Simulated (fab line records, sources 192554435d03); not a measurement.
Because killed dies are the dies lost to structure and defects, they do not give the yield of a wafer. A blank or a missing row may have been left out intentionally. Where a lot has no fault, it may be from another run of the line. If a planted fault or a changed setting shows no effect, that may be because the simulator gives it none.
fab line records	flow n5_finfet
[record] lots = 24	wafers = 72	last_day = 19
route steps=1938 shown HKMG_FIN@421 GATE_CUT@473
lots untouched by any fault: they come from a run of this same line in which no faults occurred
start_h: the number of hours between the record's first day and the start of the first shown wafer of the lot	wait_h: time in hours since the lot's previous step	" as in the row above	L1.1+2: one row covering several wafers at once	- value missing, or start not given	* or withheld: withheld	< > ~ a bound
route shown NAME@n: NAME is a module with steps in the file, n the number in the route of the first one	usual: mean/standard deviation taken from wafers without a fault	same: alike in all rows	chamber/n: place in a boat	sites: the reading at each site	_std_site: the standard deviation of these	_edge_site: the outer-site mean with the inner-site mean subtracted	radius_mm: for every site, how far away it sits from the centre of the wafer	mask NAME#n: copy n	behind: tool/chamber where the wafer was last shaped	hold: the reason the lot was held/the length of the hold in hours/how it ended	device: transistor that didn't switch, given as n, p or np	end of line: at the end of the route, the tests of the same wafers	for a step that has no rows: nothing shown but its recipe	killed: dies that structure and defects cost at the first sort, which is not the same as the wafer's yield	map: a wafer's dies, marking killed ones x, the rest . and places with no die _
set.NAME: the setting that was run; set.NAME@STEP: the one run at that earlier step	model.NAME: the simulator's own value behind a step, which no gauge read
the route's steps for a sample of lots (tables are steps, rows are wafers)
services: a tool's chamber out of use, with start hour (start_h, from the record's first day; less than 0 if before it), hours out, and reason
[[steps]]
[step N5_HKMG_FIN_PWFM_ALD_03]
[recipe] material = TiN	target_thk_a = 20	temp_c = 400	ald_precursor_family = TiCl4	ald_co_reactant = NH3	pulse_time_s = 1	purge_time_s = 3	co_reactant_purge_time_s = 2	co_reactant_pulse_time_s = 2	ald_cycles = 91	pressure_torr = 3
[usual] chamber_pressure_Torr = 3.000/0.0062	heater_power_w = 925/99	precursor_pulse_height_rel = 0.998/0.023
lot.wafer	tool	chamber	start_h	wait_h	chamber_pressure_Torr	heater_power_w	precursor_pulse_height_rel
L074.2	ald_metal-01	3	76.69	0.0	2.997	768	1.002
L074.3	"	1	"	"	3.007	1105	0.990
L074.4	"	0	"	"	2.998	946	0.993
L076.2	ald_metal-01	1	84.87	0.0	2.991	1079	0.962
L076.3	"	3	"	"	3.002	760	1.021
L076.5	"	2	"	"	2.991	872	0.999
L075.4	ald_metal-01	1	87.86	0.0	2.991	1074	0.999
L075.5	"	2	"	"	3.000	891	0.998
L075.6	"	3	"	"	3.003	755	1.018
L077.4	ald_metal-01	3	93.59	0.0	2.996	790	1.006
L077.5	"	1	"	"	2.992	1069	0.997
L077.6	"	2	"	"	2.999	863	1.001
L078.1	ald_metal-03	2	113.31	0.0	3.009	940	1.002
L078.3	"	1	"	"	2.996	1013	1.019
L078.4	"	0	"	"	3.000	945	0.989
L079.2	ald_metal-01	3	114.23	0.0	3.000	769	1.011
L079.5	"	3	"	"	3.006	779	1.006
L079.6	"	2	"	"	2.991	869	1.031
L080.2	ald_metal-01	2	116.37	0.0	3.003	863	0.979
L080.3	"	3	"	"	3.004	777	0.971
L080.6	"	3	"	"	3.004	773	1.000
L081.3	ald_metal-01	1	119.46	0.0	2.991	1098	0.997
L081.5	"	2	"	"	2.996	899	1.025
L081.6	"	3	"	"	2.994	777	1.019
L082.2	ald_metal-01	3	120.68	0.0	3.002	774	0.993
L082.4	"	0	"	"	3.010	930	0.978
L082.5	"	1	"	"	2.999	1089	1.016
L083.2	ald_metal-03	1	128.39	0.0	2.997	992	0.994
L083.3	"	3	"	"	2.993	1013	0.984
L083.6	"	3	"	"	3.001	1010	0.998
L084.2	ald_metal-03	3	135.77	0.0	2.988	989	1.009
L084.3	"	0	"	"	3.005	972	0.950
L084.4	"	2	"	"	2.991	946	1.021
L085.1	ald_metal-01	1	137.35	0.0	2.997	1077	1.000
L085.2	"	2	"	"	3.004	887	1.020
L085.3	"	0	"	"	3.009	923	0.972
L086.4	ald_metal-03	2	153.52	0.0	3.008	936	1.023
L086.5	"	0	"	"	3.002	983	1.017
L086.6	"	3	"	"	3.004	993	0.983
L087.2	ald_metal-02	2	155.79	0.0	3.001	910	0.978
L087.4	"	0	"	"	3.010	833	0.964
L087.5	"	1	"	"	3.006	812	0.972
L088.2	ald_metal-02	1	159.46	0.0	3.002	812	1.053
L088.3	"	0	"	"	2.996	818	0.981
L088.5	"	1	"	"	3.001	825	0.987
L089.3	ald_metal-03	0	164.79	0.0	2.999	978	1.006
L089.4	"	2	"	"	3.008	944	0.984
L089.5	"	1	"	"	3.011	1030	0.974
L090.2	ald_metal-03	0	171.95	0.0	3.009	974	1.016
L090.3	"	2	"	"	2.999	934	0.993
L090.4	"	1	"	"	2.998	987	0.985
L091.1	ald_metal-01	1	176.33	0.0	2.989	1101	1.051
L091.3	"	0	"	"	3.007	938	1.019
L091.6	"	1	"	"	2.991	1123	1.019
L092.2	ald_metal-01	1	180.96	0.0	2.995	1073	1.007
L092.5	"	3	"	"	3.002	764	1.020
L092.6	"	2	"	"	2.992	878	0.950
L093.1	ald_metal-02	1	189.72	0.0	2.999	829	1.016
L093.3	"	0	"	"	3.000	830	0.978
L093.6	"	0	"	"	3.006	816	1.030
L094.1	ald_metal-01	3	196.25	0.0	3.000	766	0.967
L094.2	"	1	"	"	3.003	1100	1.042
L094.3	"	2	"	"	3.005	866	0.980
L095.2	ald_metal-02	0	200.68	0.0	3.002	823	0.998
L095.3	"	2	"	"	2.988	917	1.017
L095.6	"	3	"	"	3.004	974	1.005
L096.4	ald_metal-01	0	212.81	0.0	2.997	920	0.972
L096.5	"	3	"	"	3.001	786	0.967
L096.6	"	0	"	"	3.008	925	1.056
L097.1	ald_metal-03	0	216.06	0.1	3.008	988	1.004
L097.3	"	1	"	"	3.000	992	0.971
L097.6	"	3	"	"	3.001	1040	1.018
[step N5_HKMG_FIN_ETCH_35]
[recipe] chemistry = N2/H2	target = SOC	target_depth_a = 2158	ion_energy_ev = 65	bias_w = 5	source_w = 3000	time_s = 243.4	pressure_mtorr = 30	n2_flow_sccm = 200	h2_flow_sccm = 200
[usual] drypump_motor_current_A = 5.4/0.37	oes_product_au = 0.81/0.083	rf_vpp_V = 142.0/0.94	showerhead_plenum_p_Torr = 2.58/0.064	throttle_valve_pct = 17.82/0.2
lot.wafer	tool	chamber	start_h	wait_h	drypump_motor_current_A	oes_product_au	rf_hours_counter_h	rf_vpp_V	showerhead_plenum_p_Torr	throttle_valve_pct
L074.2	rie_diel-01	2	77.92	0.0	6.1	0.96	14	142.2	2.70	17.51
L074.3	"	3	"	"	5.7	0.98	5	142.2	2.50	17.56
L074.4	"	1	"	"	5.9	0.72	186	142.0	2.63	17.90
L076.2	rie_diel-04	0	85.97	0.0	5.7	0.73	189	141.6	2.52	17.84
L076.3	"	1	"	"	5.4	1.00	1	139.8	2.50	17.77
L076.5	"	2	"	"	5.4	0.91	-	141.4	2.60	17.81
L075.4	rie_diel-02	2	89.11	0.0	5.5	0.74	147	141.6	2.54	17.68
L075.5	"	0	"	"	5.7	0.71	-	143.1	2.64	18.30
L075.6	"	1	"	"	4.7	0.86	-	142.7	2.58	17.98
L077.4	rie_diel-02	1	94.82	0.0	4.7	0.86	67	140.8	2.58	17.99
L077.5	"	3	"	"	5.1	0.76	-	142.6	2.65	17.70
L077.6	"	2	"	"	5.5	0.76	-	142.3	2.54	17.67
L078.1	rie_diel-02	1	114.55	0.0	4.7	0.85	75	141.0	2.57	18.00
L078.3	"	3	"	"	5.1	0.75	150	142.1	2.65	17.73
L078.4	"	2	"	"	5.5	0.75	-	142.0	2.53	17.68
L079.2	rie_diel-02	2	115.46	0.0	5.5	0.75	156	141.6	2.53	17.69
L079.5	"	3	"	"	5.1	0.76	-	144.2	2.65	17.71
L079.6	"	2	"	"	5.5	0.74	-	142.4	2.53	17.70
L080.2	rie_diel-02	1	117.78	0.0	4.7	0.84	77	142.2	2.57	17.99
L080.3	"	3	"	"	5.1	0.75	152	142.8	2.65	17.73
L080.6	"	1	"	"	4.7	0.84	-	141.7	2.57	18.01
L081.3	rie_diel-04	3	120.69	0.0	5.6	0.89	34	142.9	2.59	17.74
L081.5	"	2	"	"	5.4	0.89	-	141.3	2.59	17.85
L081.6	"	1	"	"	5.4	0.94	-	141.3	2.50	17.80
L082.2	rie_diel-02	3	121.90	0.0	5.1	0.75	154	143.6	2.65	17.73
L082.4	"	2	"	"	5.5	0.74	160	141.0	2.53	17.69
L082.5	"	2	"	"	5.5	0.73	-	142.0	2.53	17.70
L083.2	rie_diel-01	0	129.49	0.0	5.2	0.90	44	142.4	2.69	17.56
L083.3	"	1	"	"	5.9	0.70	206	139.9	2.62	17.93
L083.6	"	0	"	"	5.2	0.89	-	142.7	2.69	17.58
L084.2	rie_diel-02	2	136.87	0.0	5.5	0.74	165	142.3	2.53	17.72
L084.3	"	1	"	"	4.6	0.83	84	141.0	2.57	17.99
L084.4	"	0	"	"	5.7	0.71	207	141.8	2.63	18.33
L085.1	rie_diel-04	0	138.49	0.0	5.7	0.72	207	143.2	2.51	17.86
L085.2	"	3	"	"	5.6	0.88	41	141.8	2.58	17.75
L085.3	"	1	"	"	5.4	0.93	19	142.0	2.50	17.81
L086.4	rie_diel-01	2	154.62	0.0	6.1	0.89	41	144.6	2.69	17.52
L086.5	"	3	"	"	5.7	0.91	-	141.5	2.49	17.60
L086.6	"	2	"	"	6.0	0.89	-	143.4	2.69	17.53
L087.2	rie_diel-01	1	156.90	0.0	5.9	0.69	211	143.4	2.62	17.93
L087.4	"	0	"	"	5.3	0.89	55	143.3	2.69	17.61
L087.5	"	2	"	"	6.0	0.89	-	142.5	2.69	17.55
L088.2	rie_diel-04	3	160.97	0.0	5.6	0.87	44	141.4	2.58	17.76
L088.3	"	2	"	"	5.4	0.87	62	141.1	2.59	17.87
L088.5	"	1	"	"	5.4	0.91	-	141.7	2.49	17.82
L089.3	rie_diel-02	0	166.02	0.0	5.7	0.70	217	142.7	2.63	18.35
L089.4	"	3	"	"	5.1	0.74	170	142.7	2.64	17.75
L089.5	"	3	"	"	5.1	0.74	-	142.5	2.64	17.75
L090.2	rie_diel-04	3	173.18	0.0	5.6	0.87	48	142.5	2.58	17.75
L090.3	"	2	"	"	5.4	0.86	65	141.9	2.58	17.86
L090.4	"	1	"	"	5.4	0.90	32	141.0	2.49	17.83
L091.1	rie_diel-01	0	177.43	0.0	5.3	0.87	62	144.0	2.68	17.62
L091.3	"	3	"	"	5.7	0.88	40	143.0	2.48	17.61
L091.6	"	3	"	"	5.7	0.88	-	141.2	2.48	17.62
L092.2	rie_diel-04	2	182.61	0.0	5.5	0.84	68	143.4	2.58	17.88
L092.5	"	0	"	"	5.8	0.70	-	142.5	2.51	17.92
L092.6	"	3	"	"	5.6	0.86	-	141.8	2.58	17.78
L093.1	rie_diel-02	3	190.95	0.0	5.1	0.73	179	142.8	2.64	17.76
L093.3	"	2	"	"	5.5	0.72	185	140.5	2.52	17.75
L093.6	"	3	"	"	5.1	0.73	-	141.4	2.64	17.78
L094.1	rie_diel-02	0	197.35	0.0	5.7	0.69	227	142.7	2.62	18.38
L094.2	"	2	"	"	5.5	0.73	187	141.8	2.52	17.72
L094.3	"	1	"	"	4.7	0.82	100	142.0	2.56	18.03
L095.2	rie_diel-01	2	201.91	0.0	6.1	0.87	60	142.3	2.68	17.57
L095.3	"	3	"	"	5.7	0.86	50	141.0	2.48	17.65
L095.6	"	0	"	"	5.2	0.86	-	143.8	2.68	17.62
L096.4	rie_diel-04	0	214.14	0.1	5.7	0.70	-	140.7	2.50	17.91
L096.5	"	2	"	"	5.4	0.84	-	142.2	2.58	17.89
L096.6	"	3	"	"	5.6	0.84	-	141.2	2.57	17.79
L097.1	rie_diel-04	2	217.17	0.0	5.4	0.85	80	141.9	2.58	17.88
L097.3	"	0	"	"	5.8	0.70	234	141.9	2.50	17.93
L097.6	"	0	"	"	5.8	0.71	-	142.4	2.50	17.93
[step N5_HKMG_FIN_NWFM_ALD_20]
[recipe] material = TiAlC	target_thk_a = 20	temp_c = 300	ald_precursor_family = TiCl4	ald_co_reactant = TEA	pulse_time_s = 3	purge_time_s = 2	co_reactant_purge_time_s = 2	co_reactant_pulse_time_s = 10	ald_cycles = 7	pressure_torr = 3
[usual] chamber_pressure_Torr = 3.000/0.0067	heater_power_w = 523/43	precursor_pulse_height_rel = 1.002/0.018
lot.wafer	tool	chamber	start_h	wait_h	chamber_pressure_Torr	heater_power_w	precursor_pulse_height_rel
L074.2	ald_metal-01	1	79.75	0.3	3.005	600	1.030
L074.3	"	0	"	"	3.001	512	1.013
L074.4	"	3	"	"	2.982	427	0.992
L076.2	ald_metal-03	2	87.63	0.3	3.001	536	1.033
L076.3	"	0	"	"	2.997	550	1.013
L076.5	"	1	"	"	3.006	571	0.997
L075.4	ald_metal-02	1	90.76	0.1	3.016	455	1.001
L075.5	"	2	"	"	3.012	512	1.014
L075.6	"	1	"	"	3.003	460	0.986
L077.4	ald_metal-03	1	96.48	0.1	3.002	564	0.994
L077.5	"	1	"	"	3.019	572	0.989
L077.6	"	0	"	"	3.002	556	0.996
L078.1	ald_metal-03	3	116.31	0.3	3.002	556	0.996
L078.3	"	1	"	"	3.008	572	0.995
L078.4	"	0	"	"	3.003	542	0.993
L079.2	ald_metal-02	3	117.13	0.3	3.011	533	0.989
L079.5	"	3	"	"	3.017	552	0.993
L079.6	"	0	"	"	2.999	472	1.023
L080.2	ald_metal-03	0	119.57	0.3	2.996	546	1.012
L080.3	"	1	"	"	2.999	557	0.991
L080.6	"	2	"	"	3.004	519	1.021
L081.3	ald_metal-02	2	122.55	0.1	3.002	497	0.963
L081.5	"	2	"	"	3.007	514	1.015
L081.6	"	1	"	"	2.990	458	0.994
L082.2	ald_metal-03	1	123.77	0.3	3.003	557	0.950
L082.4	"	3	"	"	3.002	547	0.984
L082.5	"	0	"	"	3.003	559	1.007
L083.2	ald_metal-02	0	131.14	0.3	2.995	485	1.013
L083.3	"	3	"	"	2.996	530	0.990
L083.6	"	1	"	"	2.997	462	1.015
L084.2	ald_metal-03	2	138.53	0.3	3.001	533	1.020
L084.3	"	0	"	"	3.004	548	1.033
L084.4	"	3	"	"	2.997	562	0.986
L085.1	ald_metal-02	1	140.29	0.3	2.994	454	0.980
L085.2	"	3	"	"	3.006	543	0.983
L085.3	"	0	"	"	3.007	475	1.022
L086.4	ald_metal-03	0	156.27	0.1	2.998	562	1.005
L086.5	"	2	"	"	3.000	518	1.006
L086.6	"	3	"	"	3.000	555	1.020
L087.2	ald_metal-02	1	158.63	0.3	2.997	477	0.961
L087.4	"	3	"	"	3.004	541	0.977
L087.5	"	1	"	"	2.995	460	1.030
L088.2	ald_metal-03	1	162.83	0.3	2.992	568	0.992
L088.3	"	0	"	"	3.004	546	1.014
L088.5	"	1	"	"	3.000	564	0.982
L089.3	ald_metal-03	2	167.67	0.1	2.997	514	0.990
L089.4	"	1	"	"	2.993	557	0.993
L089.5	"	3	"	"	3.009	567	1.056
L090.2	ald_metal-02	3	174.83	0.3	2.999	550	1.002
L090.3	"	2	"	"	3.000	501	0.980
L090.4	"	0	"	"	2.985	466	0.987
L091.1	ald_metal-02	0	179.17	0.3	2.995	459	1.022
L091.3	"	1	"	"	2.995	459	0.998
L091.6	"	2	"	"	3.000	514	0.996
L092.2	ald_metal-01	3	184.26	0.3	3.003	430	1.003
L092.5	"	2	"	"	3.003	493	1.028
L092.6	"	1	"	"	3.005	619	0.979
L093.1	ald_metal-01	1	192.60	0.3	2.996	617	1.013
L093.3	"	0	"	"	3.008	514	1.005
L093.6	"	1	"	"	2.998	593	0.975
L094.1	ald_metal-02	3	199.02	0.3	2.994	544	0.991
L094.2	"	0	"	"	2.995	464	1.038
L094.3	"	2	"	"	3.003	508	1.021
L095.2	ald_metal-02	0	203.56	0.3	2.999	478	0.965
L095.3	"	3	"	"	2.988	554	1.026
L095.6	"	1	"	"	2.994	467	0.997
L096.4	ald_metal-03	2	215.72	0.1	3.000	524	0.976
L096.5	"	1	"	"	2.999	554	0.990
L096.6	"	2	"	"	2.989	519	1.013
L097.1	ald_metal-01	2	218.82	0.3	2.994	501	1.003
L097.3	"	0	"	"	3.005	525	0.999
L097.6	"	2	"	"	2.997	500	1.028
[step N5_GATE_CUT_SAC_CAP_01]
[recipe] material = SiNx	target_thk_a = 240	temp_c = 400	ald_precursor_family = SiH2I2	ald_co_reactant = N2/H2-plasma	pulse_time_s = 1	ald_cycles = 480	purge_time_s = 2	co_reactant_purge_time_s = 2	pressure_torr = 2
[usual] chamber_pressure_Torr = 2.000/0.0045	heater_power_w = 865/64	precursor_pulse_height_rel = 0.999/0.019
lot.wafer	tool	chamber	start_h	wait_h	chamber_pressure_Torr	heater_power_w	precursor_pulse_height_rel
L074.2	ald_sin-04	0	82.92	0.1	1.995	839	0.991
L074.3	"	2	"	"	1.999	976	0.978
L074.4	"	2	84.01	1.2	1.998	985	1.018
L076.2	ald_sin-04	3	90.83	0.0	2.004	843	0.999
L076.3	"	1	"	"	2.005	939	1.020
L076.5	"	2	91.92	1.1	2.005	958	0.980
L075.4	ald_sin-04	0	94.13	0.0	2.002	860	0.969
L075.5	"	3	95.22	1.1	2.005	847	0.987
L075.6	"	2	"	"	2.006	983	1.011
L077.4	ald_sin-04	3	99.63	0.0	2.002	849	1.023
L077.5	"	0	100.72	1.1	2.000	862	1.024
L077.6	"	3	"	"	2.002	874	0.997
L078.1	ald_sin-04	2	119.38	0.0	2.000	983	1.011
L078.3	"	1	"	"	1.998	938	0.987
L078.4	"	3	"	"	1.997	876	1.032
L079.2	ald_sin-03	1	120.49	0.0	2.004	823	0.961
L079.5	"	1	121.58	1.1	2.006	817	1.005
L079.6	"	2	"	"	2.001	904	1.015
L080.2	ald_sin-01	0	122.96	0.4	1.996	921	1.014
L080.3	"	1	"	"	2.003	927	0.996
L080.6	"	0	124.05	1.4	1.995	924	1.012
L081.3	ald_sin-04	0	125.88	0.0	2.005	848	0.985
L081.5	"	3	126.97	1.1	2.001	872	1.011
L081.6	"	0	"	"	2.007	848	0.997
L082.2	ald_sin-03	3	126.84	0.0	1.993	805	0.998
L082.4	"	1	"	"	1.997	832	0.988
L082.5	"	0	127.92	1.1	2.003	792	0.967
L083.2	ald_sin-03	3	134.23	0.0	1.993	814	0.991
L083.3	"	0	"	"	1.991	767	1.012
L083.6	"	3	135.32	1.1	2.000	758	1.038
L084.2	ald_sin-04	3	142.18	0.3	1.993	872	1.019
L084.3	"	0	"	"	2.008	832	1.004
L084.4	"	1	"	"	1.998	929	0.993
L085.1	ald_sin-03	1	144.62	0.6	2.007	796	0.995
L085.2	"	0	"	"	2.010	759	1.010
L085.3	"	3	"	"	1.998	770	0.992
L086.4	ald_sin-03	1	160.77	1.1	2.006	823	0.974
L086.5	"	0	161.86	2.2	2.004	790	0.967
L086.6	"	3	"	"	2.001	765	1.018
L087.2	ald_sin-01	2	162.57	0.8	2.011	904	0.992
L087.4	"	3	"	"	2.003	928	1.007
L087.5	"	2	163.65	1.9	2.005	882	0.998
L088.2	ald_sin-03	2	166.93	1.0	2.006	903	1.014
L088.3	"	3	"	"	1.996	783	0.989
L088.5	"	3	168.02	2.1	1.998	787	0.998
L089.3	ald_sin-04	0	170.86	0.0	2.002	824	0.990
L089.4	"	1	"	"	1.998	937	1.006
L089.5	"	1	171.94	1.1	2.003	930	0.984
L090.2	ald_sin-03	1	178.55	0.7	1.996	813	0.977
L090.3	"	2	"	"	2.001	904	0.991
L090.4	"	3	"	"	2.001	796	0.992
L091.1	ald_sin-03	2	182.26	0.0	2.002	906	0.970
L091.3	"	1	"	"	2.004	791	0.982
L091.6	"	1	183.34	1.1	2.008	813	1.022
L092.2	ald_sin-03	2	187.98	0.5	1.989	875	0.964
L092.5	"	3	189.07	1.6	1.999	789	1.017
L092.6	"	2	"	"	1.996	915	1.008
L093.1	ald_sin-01	2	195.68	0.0	2.006	916	0.966
L093.3	"	0	"	"	1.997	938	1.009
L093.6	"	3	196.76	1.1	1.995	964	1.038
L094.1	ald_sin-03	2	202.16	0.0	2.000	874	1.008
L094.2	"	0	"	"	2.006	793	1.002
L094.3	"	3	"	"	2.000	801	1.023
L095.2	ald_sin-03	0	206.89	0.0	2.007	789	0.997
L095.3	"	2	"	"	1.999	869	0.997
L095.6	"	2	207.97	1.1	1.997	881	1.026
L096.4	ald_sin-04	0	218.79	0.0	2.005	845	0.958
L096.5	"	1	219.88	1.1	1.999	910	0.985
L096.6	"	0	"	"	2.009	876	1.021
L097.1	ald_sin-01	1	221.88	0.0	2.003	932	0.993
L097.3	"	0	"	"	1.995	904	0.963
L097.6	"	0	222.97	1.1	2.002	927	1.002
[step N5_GATE_CUT_HM_DEP_46]
[recipe] material = SiO2	target_thk_a = 1300	temp_c = 400	precursor = TEOS/O2	pressure_torr = 6.5	rf_w = 900	teos_flow_sccm = 161.4	gas = O2	flow_sccm = 2650	time_s = 26.6
[usual] chamber_pressure_Torr = 6.500/0.014	heater_power_w = 524/120	showerhead_plenum_p_Torr = 8.332/0.027	throttle_valve_pct = 18.9/1
lot.wafer	tool	chamber	start_h	wait_h	chamber_pressure_Torr	heater_power_w	showerhead_plenum_p_Torr	throttle_valve_pct
L074.2	pecvd-01	1	85.52	0.0	6.504	490	8.333	19.1
L074.3	"	2	"	"	6.511	406	8.358	18.4
L074.4	"	2	"	"	6.522	430	8.350	18.6
L076.2	pecvd-03	0	93.49	0.0	6.505	426	8.319	20.6
L076.3	"	1	"	"	6.508	679	8.362	19.5
L076.5	"	2	"	"	6.508	715	8.320	17.8
L075.4	pecvd-03	2	96.75	0.1	6.498	618	8.329	17.9
L075.5	"	1	"	"	6.494	662	8.331	19.2
L075.6	"	0	"	"	6.471	379	8.327	20.7
L077.4	pecvd-03	2	102.43	0.1	6.497	820	8.346	17.9
L077.5	"	0	"	"	6.505	483	8.329	20.9
L077.6	"	1	"	"	6.486	560	8.362	19.2
L078.1	pecvd-02	0	121.98	0.0	6.488	422	8.355	17.9
L078.3	"	1	"	"	6.509	499	8.328	19.2
L078.4	"	0	"	"	6.501	447	8.359	18.0
L079.2	pecvd-03	0	123.09	0.0	6.511	512	8.318	20.9
L079.5	"	0	"	"	6.491	525	8.340	20.9
L079.6	"	2	"	"	6.526	722	8.351	17.9
L080.2	pecvd-02	0	125.67	0.0	6.496	498	8.354	17.7
L080.3	"	2	"	"	6.474	328	8.277	18.5
L080.6	"	1	"	"	6.486	577	8.334	19.3
L081.3	pecvd-01	2	128.48	0.0	6.513	399	8.326	18.8
L081.5	"	0	"	"	6.499	506	8.302	17.7
L081.6	"	1	"	"	6.488	368	8.350	18.8
L082.2	pecvd-01	0	129.44	0.0	6.500	528	8.310	17.6
L082.4	"	2	"	"	6.517	410	8.327	18.4
L082.5	"	1	"	"	6.524	409	8.359	19.2
L083.2	pecvd-02	0	136.83	0.0	6.507	504	8.353	18.0
L083.3	"	2	"	"	6.529	380	8.282	18.5
L083.6	"	0	"	"	6.472	501	8.342	17.7
L084.2	pecvd-03	0	144.77	0.0	6.508	420	8.337	20.8
L084.3	"	1	"	"	6.479	502	8.361	19.5
L084.4	"	2	"	"	6.501	661	8.348	17.9
L085.1	pecvd-03	2	147.22	0.0	6.518	649	8.342	17.9
L085.2	"	1	"	"	6.537	645	8.354	19.4
L085.3	"	0	"	"	6.510	470	8.330	20.7
L086.4	pecvd-02	1	163.39	0.1	6.502	571	8.326	19.6
L086.5	"	2	"	"	6.490	372	8.252	18.6
L086.6	"	0	"	"	6.518	405	8.361	17.8
L087.2	pecvd-03	2	165.77	0.0	6.471	786	8.338	18.1
L087.4	"	2	"	"	6.501	629	8.350	18.1
L087.5	"	1	"	"	6.499	581	8.364	19.7
L088.2	pecvd-02	0	169.53	0.0	6.517	387	8.352	18.0
L088.3	"	1	"	"	6.516	561	8.326	19.6
L088.5	"	1	"	"	6.516	580	8.349	19.4
L089.3	pecvd-01	1	173.46	0.0	6.498	460	8.327	19.2
L089.4	"	0	"	"	6.517	507	8.311	17.5
L089.5	"	2	"	"	6.485	394	8.354	18.8
L090.2	pecvd-03	2	181.22	0.0	6.486	821	8.362	18.2
L090.3	"	1	"	"	6.509	587	8.355	19.3
L090.4	"	1	"	"	6.505	591	8.349	19.6
L091.1	pecvd-02	1	184.95	0.0	6.499	555	8.316	19.6
L091.3	"	0	"	"	6.524	489	8.355	17.9
L091.6	"	0	"	"	6.524	506	8.384	18.2
L092.2	pecvd-03	1	190.58	0.0	6.495	547	8.344	19.3
L092.5	"	2	"	"	6.513	715	8.345	18.2
L092.6	"	0	"	"	6.504	502	8.307	20.8
L093.1	pecvd-03	0	198.27	0.0	6.518	376	8.328	20.8
L093.3	"	2	"	"	6.518	780	8.338	18.0
L093.6	"	2	"	"	6.522	791	8.326	18.1
L094.1	pecvd-03	0	204.76	0.0	6.477	493	8.319	20.6
L094.2	"	2	"	"	6.469	788	8.307	17.9
L094.3	"	0	"	"	6.502	484	8.328	20.8
L095.2	pecvd-01	1	209.51	0.0	6.510	434	8.356	19.0
L095.3	"	0	"	"	6.494	548	8.328	17.8
L095.6	"	1	"	"	6.530	449	8.360	19.3
L096.4	pecvd-01	0	221.41	0.1	6.506	517	8.298	17.5
L096.5	"	2	"	"	6.498	439	8.326	18.7
L096.6	"	1	"	"	6.511	437	8.357	19.1
L097.1	pecvd-02	1	224.50	0.0	6.500	493	8.328	19.3
L097.3	"	1	"	"	6.488	504	8.310	19.6
L097.6	"	1	"	"	6.498	512	8.317	19.6
[step N5_GATE_CUT_INSPECT_15]
[recipe] mode = adi	inspect_instrument = brightfield
[usual] raw_defect_count = 135/41
lot.wafer	tool	chamber	start_h	wait_h	raw_defect_count
L074.2	defect_inspect-01	-	85.95	0.1	119
L074.3	"	-	"	"	115
L074.4	"	-	"	"	117
L076.2	defect_inspect-01	-	94.04	0.0	71
L076.3	"	-	"	"	86
L076.5	"	-	"	"	92
L075.4	defect_inspect-01	-	97.17	0.0	112
L075.5	"	-	"	"	171
L075.6	"	-	"	"	201
L077.4	defect_inspect-01	-	102.84	0.0	130
L077.5	"	-	"	"	106
L077.6	"	-	"	"	83
L078.1	defect_inspect-02	-	122.53	0.1	162
L078.3	"	-	"	"	236
L078.4	"	-	"	"	108
L079.2	defect_inspect-01	-	123.52	0.0	144
L079.5	"	-	"	"	96
L079.6	"	-	"	"	138
L080.2	defect_inspect-01	-	126.10	0.0	217
L080.3	"	-	"	"	166
L080.6	"	-	"	"	116
L081.3	defect_inspect-01	-	129.03	0.0	96
L081.5	"	-	"	"	90
L081.6	"	-	"	"	161
L082.2	defect_inspect-02	-	129.86	0.0	86
L082.4	"	-	"	"	80
L082.5	"	-	"	"	75
L083.2	defect_inspect-02	-	137.38	0.0	132
L083.3	"	-	"	"	156
L083.6	"	-	"	"	186
L084.2	defect_inspect-01	-	145.20	0.0	124
L084.3	"	-	"	"	185
L084.4	"	-	"	"	214
L085.1	defect_inspect-02	-	147.65	0.1	83
L085.2	"	-	"	"	76
L085.3	"	-	"	"	138
L086.4	defect_inspect-01	-	163.92	0.0	169
L086.5	"	-	"	"	152
L086.6	"	-	"	"	213
L087.2	defect_inspect-01	-	166.52	0.2	132
L087.4	"	-	"	"	92
L087.5	"	-	"	"	131
L088.2	defect_inspect-01	-	170.08	0.0	177
L088.3	"	-	"	"	106
L088.5	"	-	"	"	116
L089.3	defect_inspect-01	-	174.05	0.0	177
L089.4	"	-	"	"	134
L089.5	"	-	"	"	158
L090.2	defect_inspect-01	-	181.64	0.0	135
L090.3	"	-	"	"	113
L090.4	"	-	"	"	109
L091.1	defect_inspect-02	-	185.37	0.1	77
L091.3	"	-	"	"	118
L091.6	"	-	"	"	111
L092.2	defect_inspect-02	-	191.01	0.0	157
L092.5	"	-	"	"	123
L092.6	"	-	"	"	113
L093.1	defect_inspect-02	-	198.82	0.1	212
L093.3	"	-	"	"	172
L093.6	"	-	"	"	148
L094.1	defect_inspect-02	-	205.33	0.1	114
L094.2	"	-	"	"	132
L094.3	"	-	"	"	205
L095.2	defect_inspect-01	-	210.06	0.0	179
L095.3	"	-	"	"	137
L095.6	"	-	"	"	134
L096.4	defect_inspect-01	-	221.94	0.0	97
L096.5	"	-	"	"	170
L096.6	"	-	"	"	191
L097.1	defect_inspect-01	-	224.95	0.1	118
L097.3	"	-	"	"	209
L097.6	"	-	"	"	180
[[services]]
tool	chamber	start_h	hours	kind
ald_sin-04	1	77.96	9.3	repair
rie_diel-04	-	89.16	0.4	repair
ald_metal-01	-	91.28	0.6	repair
ald_sin-01	-	93.32	1.1	repair
ald_sin-03	-	100.64	0.4	repair
ald_sin-04	-	101.83	6.0	pm
ald_sin-04	3	112.23	5.1	repair
rie_diel-02	0	113.52	7.3	repair
pecvd-01	0	130.82	18.9	repair
rie_diel-01	1	136.85	10.3	repair
rie_diel-02	1	137.28	9.5	repair
rie_diel-04	3	144.66	14.2	repair
ald_sin-04	-	154.79	14.6	pm
rie_diel-02	-	159.50	1.4	repair
pecvd-01	-	168.97	1.6	repair
ald_sin-04	-	176.75	14.0	pm
rie_diel-01	0	183.85	7.7	repair
ald_metal-03	-	186.55	8.7	pm
rie_diel-02	3	195.74	3.8	repair
rie_diel-04	1	207.48	14.3	repair
rie_diel-04	-	209.64	0.6	repair
pecvd-03	1	210.96	3.6	repair
ald_metal-01	3	213.32	10.2	repair
rie_diel-04	0	217.81	6.3	repair
[[key]]
fault none
